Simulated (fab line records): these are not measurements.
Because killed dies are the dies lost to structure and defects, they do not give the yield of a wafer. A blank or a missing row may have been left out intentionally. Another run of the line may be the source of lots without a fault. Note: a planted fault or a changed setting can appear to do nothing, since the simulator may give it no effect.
Chamber matching + flow n5Finfet + rieSi-06 running N5_SD_EPI_P_SD_RECESS_17: 4 sister chambers
The step chemistry HBr/Cl2/O2, target depth 39.1 nm, bt time 3 s. 18 wafers are shown with their chamber, then 9 later ones without.

## WAFERS, EACH WITH ITS CHAMBER
| wafer  | chamber | throttleValvePct (%) | oesProductAu (a.u.) | drypumpMotorCurrentA (A) |
|--------|---------|----------------------|---------------------|--------------------------|
| L074.2 | 2       | 36.6                 | 1.031               | 5.5                      |
| L074.3 | 0       | 36.5                 | 0.989               | 5.5                      |
| L074.6 | 1       | 37.3                 | 1.006               | 5.4                      |
| L077.1 | 3       | 36.9                 | 0.989               | 5.2                      |
| L077.5 | 2       | 36.7                 | 1.023               | 5.4                      |
| L077.6 | 1       | 37.3                 | 1.014               | 5.5                      |
| L086.3 | 2       | 36.7                 | 1.027               | 5.5                      |
| L086.4 | 1       | 37.3                 | 1.007               | 5.4                      |
| L086.6 | 2       | 36.7                 | 1.046               | 5.5                      |
| L087.1 | 3       | 36.9                 | 0.990               | 5.2                      |
| L087.2 | 1       | 37.3                 | 1.008               | 5.5                      |
| L087.3 | 0       | 36.5                 | 0.985               | 5.6                      |
| L088.1 | 2       | 36.7                 | 1.034               | 5.5                      |
| L088.4 | 0       | 36.5                 | 0.982               | 5.5                      |
| L088.6 | 3       | 36.9                 | 0.982               | 5.2                      |
| L089.1 | 2       | 36.7                 | 1.030               | 5.5                      |
| L089.2 | 3       | 36.9                 | 0.983               | 5.2                      |
| L089.3 | 1       | 37.3                 | 1.007               | 5.4                      |

SIGNATURES (averages over the wafers above)
| reading              | chamber 0 | chamber 1 | chamber 2 | chamber 3 | scatter within a chamber |
|----------------------|-----------|-----------|-----------|-----------|--------------------------|
| throttleValvePct     | 36.500    | 37.300    | 36.683    | 36.900    | 0.0244                   |
| oesProductAu         | 0.98533   | 1.00840   | 1.03183   | 0.98600   | 0.00552                  |
| drypumpMotorCurrentA | 5.533     | 5.440     | 5.483     | 5.200     | 0.0439                   |
Rule: for a wafer and a chamber, the distance is found by dividing, reading by reading, the gap between the wafer's reading and the chamber's mean by the reading's scatter, squaring, summing and taking the root. The wafer belongs to the nearest chamber; if the next one is less than 2 further off, it can't be placed. The scatter: the root of (the sum of the squares of (reading less its chamber's mean) over the shown wafers, divided by (wafers less chambers)).

## WAFERS MISSING THEIR CHAMBER
| wafer  | throttleValvePct (%) | oesProductAu (a.u.) | drypumpMotorCurrentA (A) |
|--------|----------------------|---------------------|--------------------------|
| L094.2 | 36.7                 | 1.032               | 5.5                      |
| L094.3 | 37.3                 | 1.013               | 5.5                      |
| L094.6 | 36.9                 | 0.982               | 5.2                      |
| L092.4 | 36.5                 | 0.982               | 5.5                      |
| L092.5 | 36.7                 | 1.027               | 5.5                      |
| L092.6 | 37.3                 | 1.003               | 5.5                      |
| L097.1 | 37.3                 | 1.013               | 5.4                      |
| L097.2 | 36.4                 | 0.983               | 5.6                      |
| L097.3 | 37.0                 | 0.977               | 5.2                      |

## WHICH CHAMBER EACH WENT THROUGH
| wafer  | from the rows above | in truth |
|--------|---------------------|----------|
| L094.2 | 2                   | 2        |
| L094.3 | 1                   | 1        |
| L094.6 | 3                   | 3        |
| L092.4 | 0                   | 0        |
| L092.5 | 2                   | 2        |
| L092.6 | 1                   | 1        |
| L097.1 | 1                   | 1        |
| L097.2 | 0                   | 0        |
| L097.3 | 3                   | 3        |
9 of 9 placed correctly. Number that these rows cannot place: 0. Placed wrongly: 0.
